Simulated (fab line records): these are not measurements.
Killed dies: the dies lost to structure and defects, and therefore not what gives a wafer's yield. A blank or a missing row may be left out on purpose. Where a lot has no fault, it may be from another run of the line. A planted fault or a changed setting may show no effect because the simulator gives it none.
Chamber matching    flow n5-finfet    rie-si-06 running N5_BEOL_M0_SAQP_MANDREL2_REMOVE_110: 4 sister chambers
The step chemistry HBr/Cl2/O2, target a-Si, stops on SiCN, bt time 10 s. 14 wafers are shown with their chamber, then 7 later ones without.

== WAFERS WITH THEIR CHAMBER ==
wafer   chamber  oes-product-au (a.u.)  HBr_flow_sccm (sccm)  chamber-pressure-mTorr (mTorr)
L076.4  2        1.001                  150.3                 10.000
L076.5  1        1.006                  150.3                 10.010
L076.6  2        0.993                  149.4                 10.001
L080.3  3        0.991                  150.7                 10.005
L080.4  2        0.989                  151.1                 9.994
L080.5  2        0.998                  149.9                 10.001
L084.1  0        1.020                  149.5                 10.015
L084.4  3        0.979                  150.0                 10.010
L084.6  3        0.986                  150.6                 10.004
L085.1  2        0.991                  150.1                 9.992
L085.4  0        1.027                  149.7                 9.998
L085.6  0        1.025                  149.6                 9.992
L087.1  1        1.010                  150.5                 10.011
L087.2  2        1.007                  150.2                 10.007

SIGNATURES (means of the wafers above)
reading                 chamber 0  chamber 1  chamber 2  chamber 3  scatter within a chamber
oes-product-au          1.02400    1.00800    0.99650    0.98533    0.00582
HBr_flow_sccm           149.600    150.400    150.167    150.433    0.434
chamber-pressure-mTorr  10.00167   10.01050   9.99917    10.00633   0.00673
Rule: for a wafer and a chamber, the distance is found by dividing, reading by reading, the gap between the wafer's reading and the chamber's mean by the reading's scatter, squaring, summing and taking the root. If the next closest chamber is less than 2 further off than the closest, the wafer can't be placed; otherwise it belongs to the closest. The scatter is the square root of a quotient: the sum, over the shown wafers, of each reading's squared deviation from its chamber's mean, divided by wafers minus chambers.

== WAFERS MISSING THEIR CHAMBER ==
wafer   oes-product-au (a.u.)  HBr_flow_sccm (sccm)  chamber-pressure-mTorr (mTorr)
L087.4  0.979                  150.4                 10.004
L090.1  0.994                  150.2                 9.993
L090.2  0.986                  150.4                 10.000
L090.6  1.029                  149.3                 10.000
L097.1  1.030                  149.6                 10.014
L097.4  1.015                  149.6                 9.992
L097.5  1.045                  149.3                 9.983

== CHAMBER TAKEN BY EACH ==
wafer   from the rows above           in truth
L087.4  can't be placed: 3 or 2       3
L090.1  can't be placed: 2 or 3       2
L090.2  can't be placed: 3 or 2       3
L090.6  0                             0
L097.1  0                             0
L097.4  can't be placed: 0 or 1 or 2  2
L097.5  0                             0
3 of 7 placed correctly. Not placeable from these rows: 4 (in 4, the candidates include the true chamber). Wrongly placed: 0.
